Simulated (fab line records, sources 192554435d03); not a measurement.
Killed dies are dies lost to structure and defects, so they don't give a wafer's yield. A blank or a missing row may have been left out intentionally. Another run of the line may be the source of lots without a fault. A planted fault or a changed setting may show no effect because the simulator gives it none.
Lot-split experiment ; flow n5Finfet ; 7 lots, 21 wafers read, on a route of 1938 steps

== SPLIT DETAILS ==
At N5_BEOL_M5_TRENCH_ETCH_37 (etches SiCOH lowk in C4F6/O2, target depth 71.652 nm, time 24.7 s), the setting sourceW was moved away from the recipe's 345 W on 7 of the 21 wafers read, by +12.1% to +16.9%. For the rest of the wafers, this setting stayed at what the recipe calls for.

== FROM THE SPLIT TO THE READING: what the file shows between them, 8 steps ==
- N5_BEOL_M5_ETCH_41: etches SiCN in CH3F/O2, target depth 31.5 nm, time 56.7 s (also split here: sourceW)
- N5_BEOL_M5_STRIP_91: strips in N2/H2, time 10 s
- N5_BEOL_M5_OCD_MEAS_38
- N5_BEOL_M5_HM_STRIP_39: strips TiN in peroxide tin strip, target depth 25 nm, time 158 s
- N5_BEOL_M5_SRD_40: time 30 s
- N5_BEOL_M5_ECD_50: material Cu, target thk 300 nm
- N5_BEOL_M5_ANNEAL_51: time 90 s
- N5_BEOL_M5_CMP_52: polishes, stops on SiCOH lowk, t overpolish 6.9 s, target thk 62 nm

== THE READING ==
M5_THK, in nm, at N5_BEOL_M5_THK_MEAS_53 (measures by xrf). Typical for fault-free wafers on this fab line: 63.1 nm, with standard deviation 1.4 nm.

wafer;tool, chamber at the split;sourceW as run, W;against the recipe;M5_THK, nm;against lot-mates on the recipe
L075.2;rieDiel-05, 3;345;recipe;64.6;-
L075.4;rieDiel-05, 1;345;recipe;61.6;-
L075.6;rieDiel-05, 0;345;recipe;63.2;-
L077.2;rieDiel-03, 0;386.7;+12.1%;66.8;+2.3
L077.3;rieDiel-03, 2;386.7;+12.1%;67.3;+2.8
L077.6;rieDiel-03, 2;345;recipe;64.5;-
L085.3;rieDiel-03, 0;345;recipe;63.8;-
L085.4;rieDiel-03, 2;345;recipe;64.5;-
L085.6;rieDiel-03, 3;345;recipe;61.0;-
L087.2;rieDiel-05, 3;345;recipe;62.7;-
L087.3;rieDiel-05, 2;345;recipe;62.0;-
L087.6;rieDiel-05, 3;403.2;+16.9%;66.9;+4.6
L090.2;rieDiel-05, 3;396.5;+14.9%;70.0;+6.0
L090.5;rieDiel-05, 3;396.5;+14.9%;68.1;+4.1
L090.6;rieDiel-05, 0;345;recipe;64.0;-
L094.2;rieDiel-05, 1;345;recipe;60.6;-
L094.3;rieDiel-05, 3;345;recipe;62.7;-
L094.6;rieDiel-05, 1;345;recipe;61.2;-
L096.1;rieDiel-03, 1;345;recipe;63.0;-
L096.2;rieDiel-03, 2;390.4;+13.2%;67.0;+4.0
L096.4;rieDiel-03, 0;390.4;+13.2%;66.9;+3.9

THE FIT
A straight line over all 21 wafers: M5_THK changes by +0.34 nm for each +1% of sourceW; r = +0.88; the points scatter about the line by 1.3 nm.
The same after taking each lot's own level away (the mean of its wafers on the recipe; 21 wafers): +0.289 nm for each +1%; r = +0.90; scatter 1 nm.
On that fit, the largest move of sourceW shifts the reading by 4.9 nm.
The lots' own levels span 61.50 to 64.50 nm, that is 2.1 times the standard deviation above.
In other words, the slope is changed by the lot-to-lot level; the two fits disagree.
Check: with one of the wafers moved furthest among these (+16.9%) left out of the fit, the line predicts +4.93 nm for it against its lot-mates. It came out at +4.55 nm against them.
Tool readings at the split's step, against how far the setting was moved: rfVppV r = -0.97.

== FURTHER SPLITS ON THESE WAFERS ==
Other splits were also applied to these wafers ahead of the reading. Each is held against what the fit with the lots' levels taken away leaves over:
other split on the same wafers;wafers away from the commonest value;r with M5_THK (lot level and that fit taken away)
N5_BEOL_M4_DESCUM_16 timeS;5;+0.13
N5_BEOL_M4_COAT_68 spinRpm;7;-0.11
N5_BEOL_M4_ETCH_70 h2FlowSccm;7;-0.04
N5_BEOL_M5_ETCH_41 sourceW;10;+0.18

== THE WHOLE CHAIN: every reading that the file lists as answering this split, in the file's order ==
step;what it does;reading;change (the file's fit);r (the file's)
N5_BEOL_M5_TRENCH_ETCH_37;etches SiCOH lowk in C4F6/O2, target depth 71.652 nm, time 24.7 s;rfVppV;-3.58 V for each +1% of the setting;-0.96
N5_BEOL_M5_TRENCH_ETCH_37;etches SiCOH lowk in C4F6/O2, target depth 71.652 nm, time 24.7 s;etch.depthNm (the simulator's own value, which no gauge read);+0.266 nm for each +1% of the setting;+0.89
N5_BEOL_M5_TRENCH_ETCH_37;etches SiCOH lowk in C4F6/O2, target depth 71.652 nm, time 24.7 s;BEOL_M5.featureDepthNm (the simulator's own value, which no gauge read);+0.266 nm for each +1% of the setting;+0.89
N5_BEOL_M5_OCD_MEAS_38;;trenchDepthNm;+0.268 nm for each +1% of the setting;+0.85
N5_BEOL_M5_CMP_52;polishes, stops on SiCOH lowk, t overpolish 6.9 s, target thk 62 nm;Cu_of_BEOL_M5_ECD_50.thkNm (the simulator's own value, which no gauge read);+0.28 nm for each +1% of the setting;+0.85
N5_BEOL_M5_THK_MEAS_53;measures by xrf;M5_THK;+0.282 for each +1% of the setting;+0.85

== FILE'S OWN FIT ==
M5_THK changes by +0.282 nm for each +1% of sourceW, r = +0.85.
